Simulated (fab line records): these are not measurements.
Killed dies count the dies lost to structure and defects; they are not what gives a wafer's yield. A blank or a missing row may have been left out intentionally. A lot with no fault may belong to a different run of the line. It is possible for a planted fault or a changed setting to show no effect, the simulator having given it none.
fab line records	flow n5_finfet
record lots=11	wafers=32	last_day=18
route steps=1938 shown BEOL_M1@817 BEOL_M4@1111 PASSIVATION@1936
lots with no fault: from the same line, run without faults
start_h: hours from the record's first day to the start of the lot's first wafer shown	wait_h: how many hours have passed since the lot's step before this one	" unchanged from the row above	L1.1+2: one row covering several wafers at once	- no value, or no start was given	* or withheld: withheld	< > ~ a bound
route shown NAME@n: a module of which the file shows steps, and the number in the route of the first	usual: the fault-free wafers' mean and standard deviation	same: alike in all rows	chamber/n: place in a boat	sites: each site's reading	_std_site: the values' standard deviation	_edge_site: outer sites' mean less inner sites'	radius_mm: for every site, how far away it sits from the centre of the wafer	mask NAME#n: copy n	behind: the last tool/chamber to shape the wafer	hold: why the lot was held/for how many hours/how that ended	device: transistor that didn't switch, given as n, p or np	end of line: at the end of the route, the tests of the same wafers	a step without rows: its recipe alone	killed: the dies lost at the first sort to structure and to defects; this is not the yield of the wafer	map: per-die view of a wafer (x killed, . not killed, _ where there is no die)
set.NAME: the setting the step ran with; set.NAME@STEP: the setting that earlier step ran with	model.NAME: the simulator's own value behind a step, which no gauge read
the route's steps for a sample of lots (tables are steps, rows are wafers)
services: from which hour (start_h, from the record's first day; less than 0 if before it) a tool's chamber was out of use, for how many hours, and why
## steps
# step N5_BEOL_M1_ANNEAL_80
# recipe temp_c=400	time_s=240	ambient=vacuum
# usual heater_power_w=926/87
lot.wafer	tool	chamber	start_h	wait_h	heater_power_w
L152.4	pvd_sputter-01	-	126.98	0.0	1078
L152.5	"	-	"	"	1049
L152.6	"	-	"	"	858
L153.3	pvd_sputter-01	-	129.97	0.0	1055
L153.4	"	-	"	"	909
L153.5	"	-	"	"	1004
L156.1	pvd_sputter-02	-	156.63	0.0	937
L156.2	"	-	"	"	771
L156.4	"	-	"	"	1041
L158.1	pvd_sputter-03	-	164.60	0.0	825
L158.2	"	-	"	"	930
L158.5	"	-	"	"	945
L160.1	pvd_sputter-03	-	188.09	0.0	991
L160.4	"	-	"	"	860
L160.5	"	-	"	"	996
L161.5	pvd_sputter-01	-	191.78	0.1	894
L161.6	"	-	"	"	851
L163.1	pvd_sputter-03	-	194.61	0.0	1009
L163.3	"	-	"	"	851
L163.5	"	-	"	"	941
L167.3	pvd_sputter-02	-	224.35	0.0	912
L167.5	"	-	"	"	760
L167.6	"	-	"	"	897
L172.3	pvd_sputter-02	-	248.07	0.0	941
L172.4	"	-	"	"	758
L172.6	"	-	"	"	772
L174.1	pvd_sputter-01	-	272.29	0.0	1019
L174.2	"	-	"	"	1045
L174.4	"	-	"	"	830
L175.3	pvd_sputter-01	-	274.55	0.0	1037
L175.4	"	-	"	"	1001
L175.6	"	-	"	"	1032
# step N5_BEOL_M1_SPUTTER_88
# recipe material=Cu	target_thk_a=45	temp_c=-20	chamber_pressure_pa=0.07	power_w=withheld	time_s=8.29
# usual chamber_pressure_pa=0.07/0.00014	throttle_valve_pct=29.9/0.85
lot.wafer	tool	chamber	start_h	wait_h	chamber_pressure_pa	throttle_valve_pct
L152.4	pvd_sputter-01	-	127.56	0.1	0.06982	30.0
L152.5	"	-	"	"	0.06983	30.1
L152.6	"	-	"	"	0.07013	28.8
L153.3	pvd_sputter-01	-	130.55	0.1	0.07003	29.9
L153.4	"	-	"	"	0.07011	28.7
L153.5	"	-	"	"	0.0702	30.8
L156.1	pvd_sputter-02	-	157.21	0.1	0.0699	30.3
L156.2	"	-	"	"	0.07009	30.1
L156.4	"	-	"	"	0.07004	29.6
L158.1	pvd_sputter-03	-	165.18	0.1	0.07008	29.4
L158.2	"	-	"	"	0.07012	31.7
L158.5	"	-	"	"	0.06996	31.7
L160.1	pvd_sputter-03	-	188.67	0.1	0.07007	30.0
L160.4	"	-	"	"	0.06983	31.1
L160.5	"	-	"	"	0.06996	29.8
L161.5	pvd_sputter-01	-	192.33	0.0	0.0702	28.5
L161.6	"	-	"	"	0.06995	28.7
L163.1	pvd_sputter-03	-	195.19	0.1	0.07	30.3
L163.3	"	-	"	"	0.07007	30.7
L163.5	"	-	"	"	0.06994	31.8
L167.3	pvd_sputter-02	-	224.93	0.1	0.07002	29.8
L167.5	"	-	"	"	0.06992	29.5
L167.6	"	-	"	"	0.06995	29.9
L172.3	pvd_sputter-02	-	248.65	0.1	0.07004	30.3
L172.4	"	-	"	"	0.06999	30.0
L172.6	"	-	"	"	0.06989	30.1
L174.1	pvd_sputter-01	-	272.87	0.1	0.06986	30.8
L174.2	"	-	"	"	0.06989	29.8
L174.4	"	-	"	"	0.07011	28.7
L175.3	pvd_sputter-01	-	275.13	0.1	0.06996	30.0
L175.4	"	-	"	"	0.06993	30.4
L175.6	"	-	"	"	0.07022	30.0
# step N5_BEOL_M1_SPUTTER_92
# recipe material=Cu	target_thk_a=45	temp_c=-20	chamber_pressure_pa=0.07	power_w=withheld	time_s=8.29
# usual chamber_pressure_pa=0.07/0.00013	throttle_valve_pct=29.9/0.85
lot.wafer	tool	chamber	start_h	wait_h	chamber_pressure_pa	throttle_valve_pct
L152.4	pvd_sputter-01	-	128.00	0.1	0.07012	29.9
L152.5	"	-	"	"	0.06981	30.1
L152.6	"	-	"	"	0.07029	28.8
L153.3	pvd_sputter-01	-	130.99	0.1	0.06994	30.1
L153.4	"	-	"	"	0.06992	28.7
L153.5	"	-	"	"	0.06975	30.6
L156.1	pvd_sputter-02	-	157.65	0.1	0.06997	30.2
L156.2	"	-	"	"	0.06995	29.9
L156.4	"	-	"	"	0.06997	29.7
L158.1	pvd_sputter-03	-	165.62	0.1	0.07011	29.0
L158.2	"	-	"	"	0.07008	31.8
L158.5	"	-	"	"	0.07009	31.6
L160.1	pvd_sputter-03	-	189.11	0.1	0.07013	30.1
L160.4	"	-	"	"	0.07016	30.9
L160.5	"	-	"	"	0.07006	30.1
L161.5	pvd_sputter-01	-	192.77	0.0	0.06994	28.8
L161.6	"	-	"	"	0.07019	28.8
L163.1	pvd_sputter-03	-	195.63	0.1	0.08373	27.2
L163.3	"	-	"	"	0.06996	30.9
L163.5	"	-	"	"	0.06996	31.7
L167.3	pvd_sputter-02	-	225.37	0.1	0.06994	30.1
L167.5	"	-	"	"	0.07019	30.0
L167.6	"	-	"	"	0.07007	29.7
L172.3	pvd_sputter-02	-	249.09	0.1	0.06994	30.2
L172.4	"	-	"	"	0.07009	30.2
L172.6	"	-	"	"	0.07	29.8
L174.1	pvd_sputter-01	-	273.31	0.1	0.07014	30.6
L174.2	"	-	"	"	0.06995	30.0
L174.4	"	-	"	"	0.07002	28.7
L175.3	pvd_sputter-01	-	275.57	0.1	0.07003	30.0
L175.4	"	-	"	"	0.07004	30.7
L175.6	"	-	"	"	0.06999	29.9
# step N5_BEOL_M1_ANNEAL_93
# recipe temp_c=400	time_s=240	ambient=vacuum
# usual heater_power_w=926/89
lot.wafer	tool	chamber	start_h	wait_h	heater_power_w
L152.4	pvd_sputter-01	-	128.08	0.0	1037
L152.5	"	-	"	"	1054
L152.6	"	-	"	"	871
L153.3	pvd_sputter-01	-	131.07	0.0	1038
L153.4	"	-	"	"	907
L153.5	"	-	"	"	1016
L156.1	pvd_sputter-02	-	157.73	0.0	914
L156.2	"	-	"	"	746
L156.4	"	-	"	"	1016
L158.1	pvd_sputter-03	-	165.70	0.0	814
L158.2	"	-	"	"	913
L158.5	"	-	"	"	921
L160.1	pvd_sputter-03	-	189.19	0.0	978
L160.4	"	-	"	"	839
L160.5	"	-	"	"	1003
L161.5	pvd_sputter-01	-	192.88	0.1	894
L161.6	"	-	"	"	846
L163.1	pvd_sputter-03	-	195.71	0.0	981
L163.3	"	-	"	"	836
L163.5	"	-	"	"	916
L167.3	pvd_sputter-02	-	225.45	0.0	917
L167.5	"	-	"	"	749
L167.6	"	-	"	"	895
L172.3	pvd_sputter-02	-	249.17	0.0	919
L172.4	"	-	"	"	760
L172.6	"	-	"	"	751
L174.1	pvd_sputter-01	-	273.39	0.0	1024
L174.2	"	-	"	"	1077
L174.4	"	-	"	"	837
L175.3	pvd_sputter-01	-	275.65	0.0	1042
L175.4	"	-	"	"	1006
L175.6	"	-	"	"	1049
# step N5_BEOL_M4_RC_MEAS_101
# usual DIBL_N=37.0/2.3	DIBL_P=37.3/2.8	IOFF_N=0.17/0.046	IOFF_P=0.23/0.054	ION_N=675/14	ION_P=460/9.3	SS_N=71.7/0.73	SS_P=73.6/0.95	VT_N=249/3.9	VT_P=-250/3.9
lot.wafer	tool	chamber	start_h	wait_h	DIBL_N[mV/V]	DIBL_P[mV/V]	IOFF_N[nA/um]	IOFF_P[nA/um]	ION_N[uA/um]	ION_P[uA/um]	SS_N[mV/dec]	SS_P[mV/dec]	VT_N[mV]	VT_P[mV]
L152.4	prober-02	0	167.30	0.5	40.3	40.9	0.23	0.31	680	471	72.2	74.8	243	-246
L152.5	"	0	"	"	37.1	35.4	0.15	0.21	676	464	71.3	73.7	251	-251
L152.6	"	0	"	"	43.8	44.8	0.36	0.42	712	478	73.7	76.2	240	-243
L153.3	prober-02	0	170.31	0.3	37.4	37.6	0.19	0.22	677	457	72.1	73.7	250	-249
L153.4	"	0	"	"	36.8	37.4	0.17	0.22	667	453	71.1	75.0	249	-251
L153.5	"	0	"	"	39.6	40.9	0.25	0.29	688	457	72.2	76.1	245	-248
L156.1	prober-01	0	193.90	0.0	36.7	38.7	0.17	0.26	681	475	70.8	74.1	248	-247
L156.2	"	0	"	"	36.7	36.8	0.16	0.21	671	459	71.5	72.5	251	-251
L156.4	"	0	"	"	36.5	38.3	0.16	0.25	679	473	71.2	73.6	251	-247
L158.1	prober-02	0	200.18	0.0	35.3	36.6	0.15	0.19	670	458	71.4	73.1	253	-255
L158.2	"	0	"	"	38.5	39.5	0.22	0.25	703	474	72.1	73.8	245	-251
L158.5	"	0	"	"	39.3	40.8	0.23	0.27	706	471	72.3	74.8	248	-249
L160.1	prober-01	0	221.92	0.0	38.9	41.4	0.20	0.29	679	467	71.3	74.8	248	-246
L160.4	"	0	"	"	37.5	38.2	0.16	0.23	682	470	72.1	74.1	249	-250
L160.5	"	0	"	"	38.8	40.7	0.21	0.28	691	474	72.2	74.7	248	-246
L161.5	prober-02	0	222.87	0.6	35.7	35.0	0.15	0.23	677	468	71.5	73.0	250	-246
L161.6	"	0	"	"	41.2	42.4	0.27	0.37	700	473	73.1	74.4	244	-243
L163.1	prober-01	0	235.41	0.0	37.4	35.9	0.17	0.19	670	458	71.4	73.9	247	-251
L163.3	"	0	"	"	39.7	38.7	0.21	0.24	677	461	72.4	73.9	246	-251
L163.5	"	0	"	"	37.1	36.5	0.15	0.20	650	450	71.0	72.9	252	-251
L167.3	prober-01	0	275.61	0.3	36.8	37.9	0.16	0.22	677	459	71.4	72.9	249	-250
L167.5	"	0	"	"	39.9	41.1	0.19	0.27	679	466	72.4	74.2	248	-249
L167.6	"	0	"	"	36.6	36.6	0.16	0.19	673	457	71.0	73.1	248	-252
L172.3	prober-01	0	302.09	0.3	38.3	39.4	0.20	0.24	673	456	71.8	73.6	247	-251
L172.4	"	0	"	"	36.8	38.0	0.17	0.21	671	455	72.3	72.9	250	-252
L172.6	"	0	"	"	37.2	38.0	0.18	0.22	666	455	71.8	73.7	248	-250
L175.3	prober-01	0	318.13	0.3	37.3	38.5	0.16	0.18	675	450	72.0	74.2	252	-257
L175.4	"	0	"	"	37.0	38.7	0.17	0.18	675	449	71.9	73.9	251	-256
L175.6	"	0	"	"	33.1	34.3	0.10	0.13	656	445	70.3	72.1	256	-258
L174.1	prober-02	0	319.71	0.0	37.7	38.9	0.19	0.28	670	460	72.9	73.9	249	-247
L174.2	"	0	"	"	40.0	40.9	0.24	0.30	696	474	73.1	74.6	244	-245
L174.4	"	0	"	"	35.8	37.0	0.15	0.23	677	471	71.6	73.2	250	-248
# step N5_PASSIVATION_PROBE_49
# usual defect_limited_yield=91.5/1.3	killed_at_M0_to_M3=36/10	killed_at_M4_up=13/4.7	killed_at_contacts=13/6.7	killed_at_front_end=37/9.7	killed_at_other=2.6/2.3	killed_dies=101/15	killed_open=67/12	killed_short=32/6.7	sort_bin_4_leakage=0.0/0.31	sort_bin_5_function=5.0/0.89	sort_bin_6_memory=3.2/0.63	sort_bin_8_speed=0.01/0.03	sort_n_pass=1079/16	sort_yield_pct=91.4/1.4
# same gross_dies=1180	killed_at_back_side=0
lot.wafer	tool	chamber	start_h	wait_h	defect_limited_yield[%]	killed_at_M0_to_M3	killed_at_M4_up	killed_at_contacts	killed_at_front_end	killed_at_other	killed_dies	killed_open	killed_short	sort_bin_4_leakage[%]	sort_bin_5_function[%]	sort_bin_6_memory[%]	sort_bin_8_speed[%]	sort_n_pass	sort_yield_pct[%]
L172.3	prober-02	-	404.47	0.1	90.6	32	18	17	44	0	111	76	33	0	4.9	4.3	0	1069	90.6
L172.4	prober-02	-	404.52	0.2	94.2	14	7	8	35	4	68	42	24	0	3.6	2.0	0	1112	94.2
L172.6	prober-02	-	404.62	0.3	92.1	30	13	13	36	1	93	60	30	0	4.4	3.3	0	1087	92.1
# killed by level:class
L172.3 BEOL_M2:geometric_particle:open=13 MOL_CONTACT_COAG:geometric_particle:open=12 STI_FIN_REVEAL:geometric_particle:open=11 BEOL_M0_SAQP:geometric_particle:open=6 BEOL_M4:geometric_particle:open=6 DUMMY_GATE:geometric_particle:open=5 MOL_CONTACT_COAG:geometric_particle:short=5 STARTING-WAFER:geometric_particle:open=5
L172.4 FIN_SAQP:geometric_particle:short=8 GATE_CUT:geometric_particle:short=7 STI_FIN_REVEAL:geometric_particle:open=6 BEOL_M2:geometric_particle:open=6 MOL_CONTACT_COAG:geometric_particle:open=5 FIN_SAQP:geometric_particle:open=3 MOL_CONTACT_COAG:geometric_particle:short=3 BEOL_M1:geometric_particle:open=3
L172.6 MOL_CONTACT_COAG:geometric_particle:open=12 FIN_SAQP:geometric_particle:short=8 FIN_SAQP:geometric_particle:open=7 BEOL_M0_SAQP:geometric_particle:open=7 DUMMY_GATE:geometric_particle:open=6 BEOL_M3:geometric_particle:open=5 BEOL_M4:geometric_particle:open=5 BEOL_M0_SAQP:geometric_particle:short=4
## services
tool	chamber	start_h	hours	kind
pvd_sputter-03	-	155.67	1.6	repair
pvd_sputter-01	-	176.49	2.6	repair
pvd_sputter-01	-	234.69	2.1	repair
pvd_sputter-01	-	256.70	7.0	repair
## key
first_sign step=N5_BEOL_M1_SPUTTER_92	reading=chamber_pressure_pa	direction=up	sigmas=99+	usual=0.07	struck=0.08373
effect step=N5_BEOL_M1_SPUTTER_92	reading=throttle_valve_pct	direction=down	sigmas=3.2	usual=*	struck=*
met_at N5_BEOL_M1_SPUTTER_92
struck_lots L163
struck_wafers L163.1
not_acting_at N5_BEOL_M1_ANNEAL_80,N5_BEOL_M1_SPUTTER_88,N5_BEOL_M1_ANNEAL_93
onset_between 189.11 195.63
fault kind=process_parameter_drift	tool=pvd_sputter-03	chamber=-	onset_h=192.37	steps=N5_BEOL_M1_SPUTTER_92	channel=chamber_pressure_pa	offset=0.013687	shape=step	end_h=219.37	acts_in=these_recipes_only	stated=0.07	scope=struck_wafers_only
